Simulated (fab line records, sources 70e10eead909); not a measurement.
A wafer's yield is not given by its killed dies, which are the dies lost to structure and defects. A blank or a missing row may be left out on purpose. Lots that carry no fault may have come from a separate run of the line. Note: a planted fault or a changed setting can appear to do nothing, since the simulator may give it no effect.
fab line records	flow nandHarc
[record] lots = 6	wafers = 18	lastDay = 24
route steps=1159 shown A_STAIRCASE@546 END@1159
lots untouched by any fault: they come from a run of this same line in which no faults occurred
startH: hours from the record's opening day to when the first of the lot's shown wafers began	waitH: hours since the lot's step before	" unchanged from the row above	L1.1+2: one row covering several wafers at once	- either no value or no given start	* or withheld: withheld	< > ~ a bound
route shown NAME@n: names a module that has steps shown in the file, with the first one's number in the route	usual: the fault-free wafers' mean and standard deviation	same: alike in all rows	chamber/n: place in a boat	sites: each site's reading	_std_site: how widely they spread, as a standard deviation	_edge_site: the outer-site mean with the inner-site mean subtracted	radiusMm: for every site, how far away it sits from the centre of the wafer	mask NAME#n: copy n	behind: tool/chamber where the wafer was last shaped	hold: what put the lot on hold/how long, in hours/how the hold closed	device: which transistor (n, p or np) failed to switch	end of line: the tests these same wafers got at the end of their route	step lacking rows: just its recipe	killed: the dies lost at the first sort to structure and to defects; this is not the yield of the wafer	map: the dies of a wafer, with x for killed, . for not killed, _ for no die there
set.NAME: the run value of the setting; set.NAME@STEP: its run value at that earlier step	model.NAME: the simulator's own value behind a step, which no gauge read
lots at selected steps of the route; one table per step, one row per wafer
services: when a tool's chamber went out of use (startH, in hours from the record's first day, below 0 if earlier), for how many hours, and the reason
[[steps]]
[step NHARC_A_STAIRCASE_HARDBAKE_10]
[recipe] tempC = 120	timeS = 140
[step NHARC_A_STAIRCASE_DESCUM_11]
[recipe] timeS = 3	o2FlowSccm = 200	arFlowSccm = 0	biasPowerW = 0	chemistry = O2
[step NHARC_A_STAIRCASE_TRIM_12]
[recipe] timeS = 211.2	o2FlowSccm = 500	arFlowSccm = 0	biasW = 0	chemistry = O2
[step NHARC_A_STAIRCASE_ETCH_13]
[recipe] targetDepthA = 1000	timeS = 40.5	ionEnergyEv = 400	c4f8FlowSccm = 20	o2FlowSccm = 10	arFlowSccm = withheld	rfW = 600	biasW = 1000	chemistry = C4F8/O2
[usual] chamberPressureMTorr = 25.000/0.023	oesProductAu = 0.936/0.017	rfVppV = 896/6.8
lot.wafer	tool	chamber	startH	waitH	chamberPressureMTorr	oesProductAu	rfHoursCounterH	rfVppV
L531.4	rieDiel-05	2	-	-	25.023	0.945	33	890
L531.1	"	0	"	"	25.016	0.935	34	893
L531.5	"	1	"	"	24.995	0.934	-	894
L533.3	rieDiel-05	2	-	-	25.000	0.930	37	892
L533.6	"	1	"	"	25.011	0.929	-	895
L533.5	"	2	"	"	24.973	0.932	-	891
L534.2	rieDiel-11	3	-	-	24.992	0.943	36	887
L534.4	"	0	"	"	25.027	0.952	31	891
L534.6	"	2	"	"	24.994	0.956	-	906
L535.4	rieDiel-05	0	-	-	24.980	0.950	41	895
L535.2	"	1	"	"	24.968	0.962	42	895
L535.6	"	3	"	"	24.965	0.960	-	888
L549.3	rieDiel-12	1	-	-	25.008	0.933	52	905
L549.1	"	3	"	"	25.000	0.935	52	899
L549.5	"	0	"	"	24.973	0.915	-	899
L546.2	rieDiel-11	1	-	-	24.997	0.949	67	903
L546.3	"	2	"	"	24.987	0.920	68	903
L546.5	"	1	"	"	24.999	0.954	-	904
[step NHARC_A_STAIRCASE_TRIM_14]
[recipe] timeS = 211.2	o2FlowSccm = 500	arFlowSccm = 0	biasW = 0	chemistry = O2
[step NHARC_A_STAIRCASE_ETCH_15]
[recipe] targetDepthA = 1000	timeS = 40.5	ionEnergyEv = 400	c4f8FlowSccm = 20	o2FlowSccm = 10	arFlowSccm = withheld	rfW = 600	biasW = 1000	chemistry = C4F8/O2
[step NHARC_A_STAIRCASE_TRIM_16]
[recipe] timeS = 211.2	o2FlowSccm = 500	arFlowSccm = 0	biasW = 0	chemistry = O2
[usual] chamberPressureMTorr = 60.00/0.058	drypumpMotorCurrentA = 5.9/0.49	oesProductAu = 0.996/0.013	rfVppV = 57.6/0.87	showerheadPlenumPTorr = 3.52/0.18	throttleValvePct = 17.037/0.0091
[same] biasW = 0
lot.wafer	tool	chamber	startH	waitH	chamberPressureMTorr	drypumpMotorCurrentA	oesProductAu	rfHoursCounterH	rfVppV	showerheadPlenumPTorr	throttleValvePct
L531.4	rieDiel-05	1	-	-	60.00	5.7	0.985	34	56.9	3.49	17.023
L531.1	"	0	"	"	59.98	4.8	0.988	34	56.4	3.49	17.040
L531.5	"	1	"	"	60.01	5.7	0.998	-	57.7	3.49	17.036
L533.3	rieDiel-05	2	-	-	60.02	6.1	0.993	37	58.4	3.38	17.046
L533.5	"	2	"	"	60.02	6.1	1.000	-	58.1	3.38	17.038
L533.6	"	3	"	"	60.05	6.5	1.019	-	58.0	3.30	17.043
L534.4	rieDiel-11	1	-	-	60.03	5.7	1.015	35	57.4	3.76	17.038
L534.2	"	0	"	"	60.15	5.8	1.000	31	58.0	3.37	17.051
L534.6	"	1	"	"	59.99	5.6	1.008	-	58.5	3.76	17.026
L535.4	rieDiel-05	0	-	-	60.06	4.8	0.992	41	57.5	3.49	17.049
L535.2	"	1	"	"	60.06	5.7	0.997	42	57.5	3.48	17.035
L535.6	"	0	"	"	59.98	4.8	0.991	-	57.1	3.49	17.051
L549.1	rieDiel-12	2	-	-	59.95	5.4	0.989	53	56.4	3.34	17.030
L549.3	"	0	"	"	60.03	6.0	0.989	51	56.8	3.65	17.045
L549.5	"	3	"	"	59.87	5.6	0.997	-	58.5	3.62	17.053
L546.3	rieDiel-11	0	-	-	59.99	5.8	0.998	62	57.2	3.35	17.054
L546.2	"	1	"	"	59.84	5.7	1.028	67	57.7	3.74	17.030
L546.5	"	3	"	"	59.86	6.6	0.992	-	56.6	3.31	17.045
[step NHARC_A_STAIRCASE_ETCH_17]
[recipe] targetDepthA = 1000	timeS = 40.5	ionEnergyEv = 400	c4f8FlowSccm = 20	o2FlowSccm = 10	arFlowSccm = withheld	rfW = 600	biasW = 1000	chemistry = C4F8/O2
[usual] chamberPressureMTorr = 25.002/0.023	oesProductAu = 0.941/0.02	rfVppV = 896/6.6
lot.wafer	tool	chamber	startH	waitH	chamberPressureMTorr	oesProductAu	rfHoursCounterH	rfVppV
L531.1	rieDiel-05	2	-	-	25.023	0.926	34	890
L531.4	"	3	"	"	24.984	0.955	34	887
L531.5	"	3	"	"	24.991	0.960	-	887
L533.3	rieDiel-05	1	-	-	25.014	0.947	37	895
L533.5	"	2	"	"	25.015	0.932	-	892
L533.6	"	3	"	"	24.995	0.957	-	886
L534.2	rieDiel-11	1	-	-	25.021	0.956	35	905
L534.4	"	2	"	"	25.003	0.922	34	905
L534.6	"	0	"	"	24.999	0.952	-	890
L535.2	rieDiel-05	2	-	-	25.036	0.932	43	891
L535.4	"	3	"	"	24.996	0.964	42	888
L535.6	"	2	"	"	24.996	0.938	-	890
L549.1	rieDiel-12	2	-	-	25.035	0.941	53	889
L549.3	"	0	"	"	24.994	0.922	51	901
L549.5	"	3	"	"	24.998	0.951	-	899
L546.3	rieDiel-05	3	366.73	-	24.992	1.018	5	906
L546.2	"	1	"	"	25.013	1.021	5	894
L546.5	"	3	"	"	25.023	1.005	-	904
[step NHARC_A_STAIRCASE_TRIM_18]
[recipe] timeS = 211.2	o2FlowSccm = 500	arFlowSccm = 0	biasW = 0	chemistry = O2
[usual] chamberPressureMTorr = 60.00/0.052	drypumpMotorCurrentA = 5.9/0.5	oesProductAu = 0.996/0.014	rfVppV = 57.7/0.94	showerheadPlenumPTorr = 3.51/0.18	throttleValvePct = 17.038/0.0086
[same] biasW = 0
lot.wafer	tool	chamber	startH	waitH	chamberPressureMTorr	drypumpMotorCurrentA	oesProductAu	rfHoursCounterH	rfVppV	showerheadPlenumPTorr	throttleValvePct
L531.4	rieDiel-05	2	-	-	60.00	6.1	0.992	34	57.1	3.38	17.044
L531.1	"	3	"	"	59.95	6.5	1.019	34	56.7	3.30	17.030
L531.5	"	2	"	"	59.90	6.1	0.992	-	58.6	3.38	17.036
L533.3	rieDiel-05	0	-	-	60.00	4.8	0.993	36	57.4	3.49	17.047
L533.5	"	1	"	"	59.99	5.7	0.984	-	57.4	3.48	17.039
L533.6	"	2	"	"	59.97	6.1	0.980	-	57.4	3.38	17.025
L534.4	rieDiel-11	0	-	-	60.03	5.8	1.015	32	57.2	3.37	17.042
L534.2	"	1	"	"	60.09	5.7	1.015	35	58.1	3.76	17.049
L534.6	"	3	"	"	59.97	6.6	1.006	-	59.0	3.32	17.040
L535.4	rieDiel-05	1	-	-	60.07	5.7	0.990	42	56.9	3.48	17.034
L535.2	"	2	"	"	60.04	6.1	0.992	43	57.1	3.37	17.023
L535.6	"	1	"	"	59.94	5.7	1.003	-	58.5	3.48	17.041
L549.1	rieDiel-12	1	-	-	60.00	6.0	0.996	52	57.6	3.78	17.025
L549.3	"	2	"	"	59.98	5.3	0.981	53	58.4	3.34	17.047
L549.5	"	1	"	"	59.88	6.0	1.006	-	56.9	3.78	17.040
L546.2	rieDiel-05	0	-	-	60.09	4.8	1.007	5	58.4	3.48	17.037
L546.3	"	1	"	"	60.10	5.7	1.027	5	58.0	3.47	17.044
L546.5	"	3	"	"	59.96	6.5	0.990	-	58.0	3.81	17.034
[step NHARC_A_STAIRCASE_ETCH_19]
[recipe] targetDepthA = 1000	timeS = 40.5	ionEnergyEv = 400	c4f8FlowSccm = 20	o2FlowSccm = 10	arFlowSccm = withheld	rfW = 600	biasW = 1000	chemistry = C4F8/O2
[usual] chamberPressureMTorr = 24.997/0.023	oesProductAu = 0.936/0.015	rfVppV = 896/6.6
lot.wafer	tool	chamber	startH	waitH	chamberPressureMTorr	oesProductAu	rfHoursCounterH	rfVppV
L531.1	rieDiel-05	2	-	-	24.980	0.928	36	892
L531.4	"	3	"	"	25.001	0.945	35	887
L531.5	"	1	"	"	24.971	0.937	-	895
L533.3	rieDiel-05	1	-	-	24.978	0.924	37	895
L533.5	"	1	"	"	25.003	0.927	-	896
L533.6	"	2	"	"	25.021	0.920	-	890
L534.4	rieDiel-11	3	-	-	24.958	0.935	36	888
L534.2	"	2	"	"	24.983	0.913	34	907
L534.6	"	3	"	"	25.012	0.927	-	887
L535.2	rieDiel-05	0	-	-	25.006	0.936	41	895
L535.4	"	2	"	"	24.985	0.925	43	889
L535.6	"	1	"	"	24.963	0.933	-	894
L549.1	rieDiel-12	2	-	-	25.025	0.931	53	890
L549.3	"	0	"	"	24.992	0.912	51	899
L549.5	"	1	"	"	25.008	0.932	-	904
L546.3	rieDiel-12	0	367.10	-	24.981	0.899	51	901
L546.2	"	1	"	"	25.010	0.914	52	906
L546.5	"	3	"	"	24.996	0.921	-	900
[step NHARC_A_STAIRCASE_TRIM_20]
[recipe] timeS = 211.2	o2FlowSccm = 500	arFlowSccm = 0	biasW = 0	chemistry = O2
[usual] biasW = 0/0	chamberPressureMTorr = 59.99/0.059	drypumpMotorCurrentA = 5.9/0.51	oesProductAu = 0.997/0.014	rfVppV = 57.8/0.97	showerheadPlenumPTorr = 3.51/0.18	throttleValvePct = 17.038/0.0099
lot.wafer	tool	chamber	startH	waitH	biasW	chamberPressureMTorr	drypumpMotorCurrentA	oesProductAu	rfHoursCounterH	rfVppV	showerheadPlenumPTorr	throttleValvePct
L531.4	rieDiel-05	1	264.16	0.1	0	59.97	5.7	0.984	36	57.8	3.49	17.033
L531.1	"	2	"	"	0	60.02	6.2	0.974	36	58.9	3.38	17.044
L531.5	"	2	"	"	0	59.94	6.2	0.989	-	58.1	3.38	17.042
L533.3	rieDiel-05	3	267.01	0.2	0	59.93	6.5	1.020	37	56.2	3.30	17.030
L533.6	"	2	"	"	0	60.09	6.1	0.997	-	56.6	3.37	17.036
L533.5	"	3	"	"	0	59.98	6.5	1.005	-	58.1	3.30	17.061
L534.2	rieDiel-11	0	282.67	0.1	-	-	-	-	-	-	-	-
L534.4	"	3	"	"	-	-	-	-	-	-	-	-
L534.6	"	1	"	"	-	-	-	-	-	-	-	-
L535.2	rieDiel-05	3	283.24	0.1	-	-	-	-	-	-	-	-
L535.4	"	0	"	"	-	-	-	-	-	-	-	-
L535.6	"	3	"	"	-	-	-	-	-	-	-	-
L549.3	rieDiel-12	3	366.70	0.1	0	60.08	5.6	0.994	52	59.0	3.62	17.044
L549.1	"	2	"	"	0	60.04	5.4	0.999	53	57.8	3.34	17.028
L549.5	"	3	"	"	0	59.91	5.5	1.001	-	56.9	3.62	17.033
L546.2	rieDiel-12	1	367.31	0.1	0	59.91	6.0	1.001	53	59.0	3.78	17.038
L546.3	"	2	"	"	0	59.88	5.3	0.997	54	57.4	3.34	17.042
L546.5	"	3	"	"	0	60.04	5.5	1.012	-	59.6	3.62	17.033
[step NHARC_A_STAIRCASE_ETCH_21]
[recipe] targetDepthA = 1000	timeS = 40.5	ionEnergyEv = 400	c4f8FlowSccm = 20	o2FlowSccm = 10	arFlowSccm = withheld	rfW = 600	biasW = 1000	chemistry = C4F8/O2
[step NHARC_END_SORT_01]
[recipe] tempC = 25
[usual] killedAtArray = 25/10	killedAtOther = 0.6/0.91	killedAtPeriphery = 3.6/2.9	killedDies = 29/10	killedOpen = 3.3/2	killedShort = 1.9/1.5
[same] grossDies = 677
lot.wafer	tool	chamber	startH	waitH	killedAtArray	killedAtOther	killedAtPeriphery	killedDies	killedOpen	killedShort
L531.1	prober-01	0	483.89	2.5	30	0	1	31	6	0
L531.4	prober-01	0	486.29	3.4	26	1	5	32	7	3
L531.5	prober-01	0	487.08	3.7	29	0	5	34	5	8
L533.3	prober-02	0	485.49	3.1	9	0	3	12	2	1
L533.5	prober-02	0	487.09	3.7	16	1	7	24	2	1
L534.2	prober-02	0	492.45	2.8	675	0	2	677	3	0
L534.4	prober-02	0	494.04	3.4	674	0	3	677	3	2
L534.6	prober-02	0	495.64	4.0	676	0	1	677	3	2
L535.2	prober-02	0	500.24	2.8	671	0	6	677	4	1
L535.4	prober-02	0	501.84	3.4	667	0	10	677	5	0
L535.6	prober-02	0	503.43	4.0	667	0	10	677	1	4
L549.1	prober-02	0	567.00	2.5	36	0	2	38	6	2
L549.3	prober-02	0	568.61	3.1	38	1	3	42	7	3
L549.5	prober-02	0	570.22	3.7	36	1	3	40	4	5
// killed by level:class
L531.1 A_SLIT:chamberFilmFlake=11 A_CHANNEL_HOLE_D1:chamberFilmFlake=5 A_STAIRCASE:chamberFilmFlake=4 A_ONON_D1:geometricParticle:open=2 A_WL_FILL:chamberFilmFlake=2 A_CONTACT:chamberFilmFlake=2 A_CONTACT:geometricParticle:open=1 A_BLC:geometricParticle:open=1
L533.3 A_CHANNEL_HOLE_D1:chamberFilmFlake=3 A_STAIRCASE:chamberFilmFlake=2 A_SGD_CUT:chamberFilmFlake=2 P_CONTACT:geometricParticle:open=1 A_CHANNEL_FILL_D1:geometricParticle:short=1 A_BLC:geometricParticle:open=1 P_ZERO_WELL:chamberFilmFlake=1 P_CONTACT:chamberFilmFlake=1
L531.4 A_SLIT:chamberFilmFlake=10 A_CONTACT:chamberFilmFlake=3 A_CONTACT:geometricParticle:open=2 A_CONTACT:geometricParticle:short=2 P_BONDPAD:chamberFilmFlake=2 A_CHANNEL_HOLE_D1:chamberFilmFlake=2 P_M0:geometricParticle:open=1 A_SGD_CUT:geometricParticle:open=1
L531.5 A_SLIT:chamberFilmFlake=11 A_WL_FILL:geometricParticle:short=3 A_M0:geometricParticle:short=2 A_M0:geometricParticle:open=2 P_STI:chamberFilmFlake=2 A_STAIRCASE:chamberFilmFlake=2 A_CONTACT:chamberFilmFlake=2 P_STI:geometricParticle:open=1
L533.5 A_CHANNEL_HOLE_D1:chamberFilmFlake=8 P_CONTACT:chamberFilmFlake=4 A_STAIRCASE:chamberFilmFlake=4 P_STI:chamberFilmFlake=2 A_SGD_CUT:chamberFilmFlake=2 P_CONTACT:geometricParticle:open=1 A_CHANNEL_FILL_D1:geometricParticle:short=1 A_CONTACT:geometricParticle:open=1
L534.2 A_STAIRCASE:areaTrim=650 A_SLIT:chamberFilmFlake=13 A_CONTACT:chamberFilmFlake=6 A_CHANNEL_HOLE_D1:chamberFilmFlake=3 P_CONTACT:geometricParticle:open=1 A_SOURCE_PLATE:geometricParticle:open=1 A_WL_FILL:geometricParticle:open=1 P_CONTACT:chamberFilmFlake=1
L534.4 A_STAIRCASE:areaTrim=651 A_SLIT:chamberFilmFlake=14 A_CHANNEL_HOLE_D1:chamberFilmFlake=2 A_STAIRCASE:chamberFilmFlake=2 A_CONTACT:chamberFilmFlake=2 P_STI:geometricParticle:open=1 P_M1:geometricParticle:short=1 A_SOURCE_PLATE:geometricParticle:open=1
L534.6 A_STAIRCASE:areaTrim=649 A_SLIT:chamberFilmFlake=12 A_CONTACT:chamberFilmFlake=6 A_CHANNEL_HOLE_D1:chamberFilmFlake=3 A_STAIRCASE:chamberFilmFlake=2 P_M1:geometricParticle:short=1 A_WL_FILL:geometricParticle:open=1 A_CONTACT:geometricParticle:open=1
L535.2 A_STAIRCASE:areaTrim=640 A_CHANNEL_HOLE_D1:chamberFilmFlake=18 P_CONTACT:chamberFilmFlake=4 A_CONTACT:chamberFilmFlake=3 A_M0:geometricParticle:open=2 A_CHANNEL_FILL_D1:chamberFilmFlake=2 A_STAIRCASE:chamberFilmFlake=2 A_WL_FILL:chamberFilmFlake=2
L535.4 A_STAIRCASE:areaTrim=644 A_CHANNEL_HOLE_D1:chamberFilmFlake=14 P_CONTACT:chamberFilmFlake=5 A_STAIRCASE:chamberFilmFlake=4 P_CONTACT:geometricParticle:open=2 A_WL_FILL:chamberFilmFlake=2 P_M0:geometricParticle:open=1 A_CHANNEL_HOLE_D1:geometricParticle:open=1
L535.6 A_STAIRCASE:areaTrim=636 A_CHANNEL_HOLE_D1:chamberFilmFlake=21 P_STI:chamberFilmFlake=4 P_CONTACT:chamberFilmFlake=4 A_M0:geometricParticle:short=2 A_STAIRCASE:chamberFilmFlake=2 A_WL_FILL:chamberFilmFlake=2 A_ONON_D1:geometricParticle:open=1
L549.1 A_CHANNEL_HOLE_D1:chamberFilmFlake=11 A_SLIT:chamberFilmFlake=8 A_STAIRCASE:chamberFilmFlake=4 A_CHANNEL_FILL_D1:geometricParticle:open=3 A_CONTACT:chamberFilmFlake=2 P_M2:geometricParticle:open=1 A_ONON_D1:geometricParticle:short=1 A_CHANNEL_HOLE_D1:geometricParticle:open=1
L549.3 A_SLIT:chamberFilmFlake=17 A_CONTACT:chamberFilmFlake=6 A_CHANNEL_HOLE_D1:chamberFilmFlake=4 A_WL_FILL:chamberFilmFlake=2 P_GATE:geometricParticle:open=1 P_CONTACT:geometricParticle:open=1 P_M0:geometricParticle:open=1 A_ONON_D1:geometricParticle:open=1
L549.5 A_SLIT:chamberFilmFlake=17 A_CONTACT:chamberFilmFlake=6 A_CHANNEL_HOLE_D1:chamberFilmFlake=3 A_CHANNEL_FILL_D1:geometricParticle:short=2 A_CHANNEL_FILL_D1:geometricParticle:open=2 A_STAIRCASE:chamberFilmFlake=2 A_WL_FILL:chamberFilmFlake=2 P_M0:geometricParticle:short=1
// map L534.2 (x killed, . not)
____________x____________
_________xxxxxxx_________
_______xxxxxxxxxxx_______
______xxxxxxxxxxxxx______
_____xxxxxxxxxxxxxxx_____
____xxxxxxxxxxxxxxxxx____
____xxxxxxxxxxxxxxxxx____
___xxxxxxxxxxxxxxxxxxx___
___xxxxxxxxxxxxxxxxxxx___
__xxxxxxxxxxxxxxxxxxxxx__
__xxxxxxxxxxxxxxxxxxxxx__
_xxxxxxxxxxxxxxxxxxxxxxx_
_xxxxxxxxxxxxxxxxxxxxxxx_
_xxxxxxxxxxxxxxxxxxxxxxx_
_xxxxxxxxxxxxxxxxxxxxxxx_
_xxxxxxxxxxxxxxxxxxxxxxx_
xxxxxxxxxxxxxxxxxxxxxxxxx
xxxxxxxxxxxxxxxxxxxxxxxxx
xxxxxxxxxxxxxxxxxxxxxxxxx
xxxxxxxxxxxxxxxxxxxxxxxxx
xxxxxxxxxxxxxxxxxxxxxxxxx
_xxxxxxxxxxxxxxxxxxxxxxx_
_xxxxxxxxxxxxxxxxxxxxxxx_
_xxxxxxxxxxxxxxxxxxxxxxx_
_xxxxxxxxxxxxxxxxxxxxxxx_
_xxxxxxxxxxxxxxxxxxxxxxx_
__xxxxxxxxxxxxxxxxxxxxx__
__xxxxxxxxxxxxxxxxxxxxx__
___xxxxxxxxxxxxxxxxxxx___
___xxxxxxxxxxxxxxxxxxx___
____xxxxxxxxxxxxxxxxx____
____xxxxxxxxxxxxxxxxx____
_____xxxxxxxxxxxxxxx_____
______xxxxxxxxxxxxx______
_______xxxxxxxxxxx_______
_________xxxxxxx_________
____________x____________
// map L535.2 (x killed, . not)
____________x____________
_________xxxxxxx_________
_______xxxxxxxxxxx_______
______xxxxxxxxxxxxx______
_____xxxxxxxxxxxxxxx_____
____xxxxxxxxxxxxxxxxx____
____xxxxxxxxxxxxxxxxx____
___xxxxxxxxxxxxxxxxxxx___
___xxxxxxxxxxxxxxxxxxx___
__xxxxxxxxxxxxxxxxxxxxx__
__xxxxxxxxxxxxxxxxxxxxx__
_xxxxxxxxxxxxxxxxxxxxxxx_
_xxxxxxxxxxxxxxxxxxxxxxx_
_xxxxxxxxxxxxxxxxxxxxxxx_
_xxxxxxxxxxxxxxxxxxxxxxx_
_xxxxxxxxxxxxxxxxxxxxxxx_
xxxxxxxxxxxxxxxxxxxxxxxxx
xxxxxxxxxxxxxxxxxxxxxxxxx
xxxxxxxxxxxxxxxxxxxxxxxxx
xxxxxxxxxxxxxxxxxxxxxxxxx
xxxxxxxxxxxxxxxxxxxxxxxxx
_xxxxxxxxxxxxxxxxxxxxxxx_
_xxxxxxxxxxxxxxxxxxxxxxx_
_xxxxxxxxxxxxxxxxxxxxxxx_
_xxxxxxxxxxxxxxxxxxxxxxx_
_xxxxxxxxxxxxxxxxxxxxxxx_
__xxxxxxxxxxxxxxxxxxxxx__
__xxxxxxxxxxxxxxxxxxxxx__
___xxxxxxxxxxxxxxxxxxx___
___xxxxxxxxxxxxxxxxxxx___
____xxxxxxxxxxxxxxxxx____
____xxxxxxxxxxxxxxxxx____
_____xxxxxxxxxxxxxxx_____
______xxxxxxxxxxxxx______
_______xxxxxxxxxxx_______
_________xxxxxxx_________
____________x____________
[[services]]
tool	chamber	startH	hours	kind
rieDiel-11	2	242.83	4.5	repair
rieDiel-05	0	246.32	-	clean
rieDiel-05	1	246.32	-	clean
rieDiel-05	2	246.32	-	clean
rieDiel-05	3	246.32	-	clean
rieDiel-11	0	259.02	6.5	repair
rieDiel-05	0	270.82	-	clean
rieDiel-05	1	270.82	-	clean
rieDiel-05	2	270.82	-	clean
rieDiel-05	3	270.82	-	clean
rieDiel-05	0	295.32	-	clean
rieDiel-05	1	295.32	-	clean
rieDiel-05	2	295.32	-	clean
rieDiel-05	3	295.32	-	clean
rieDiel-05	0	319.82	-	clean
rieDiel-05	1	319.82	-	clean
rieDiel-05	2	319.82	-	clean
rieDiel-05	3	319.82	-	clean
rieDiel-05	-	340.65	9.0	pm
rieDiel-05	0	340.65	9.0	ventCycle
rieDiel-05	1	340.65	9.0	ventCycle
rieDiel-05	2	340.65	9.0	ventCycle
rieDiel-05	3	340.65	9.0	ventCycle
rieDiel-05	0	349.65	-	clean
[[key]]
[firstSign] step = NHARC_A_STAIRCASE_TRIM_20	reading = toolRecord	direction = missing
[effect] step = NHARC_END_SORT_01	reading = killedDies	direction = up	sigmas = 63	usual = 29	struck = 677
[moreKillsBornAt] NHARC_A_STAIRCASE_TRIM_20@rieDiel-11 = 1950	NHARC_A_STAIRCASE_TRIM_20@rieDiel-05 = 1920
metAt NHARC_A_STAIRCASE_TRIM_20
struckWafers L534.2,L534.4,L534.6,L535.2,L535.4,L535.6
laterRowsLeftOut L534.2,L534.4,L534.6,L535.2,L535.4,L535.6
testerLeftOut L534,L535
onsetBetween 267.01 282.67
[fault] kind = skippedStepWhole	tool = rieDiel-05,rieDiel-11	chamber = -	onsetH = 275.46	steps = NHARC_A_STAIRCASE_TRIM_20	scope = struckLotsOnly
// testerLeftOut: of these lots the tester's yield and bins aren't shown, on N5 and GAA mostly nor the transistor test; their killed dies are dies lost to structure and defects alone, not to doping, threshold or leakage, so they don't give the yield
// laterRowsLeftOut: the simulator's readings of these wafers behind a module that went badly wrong aren't trusted and aren't shown, but for the sort
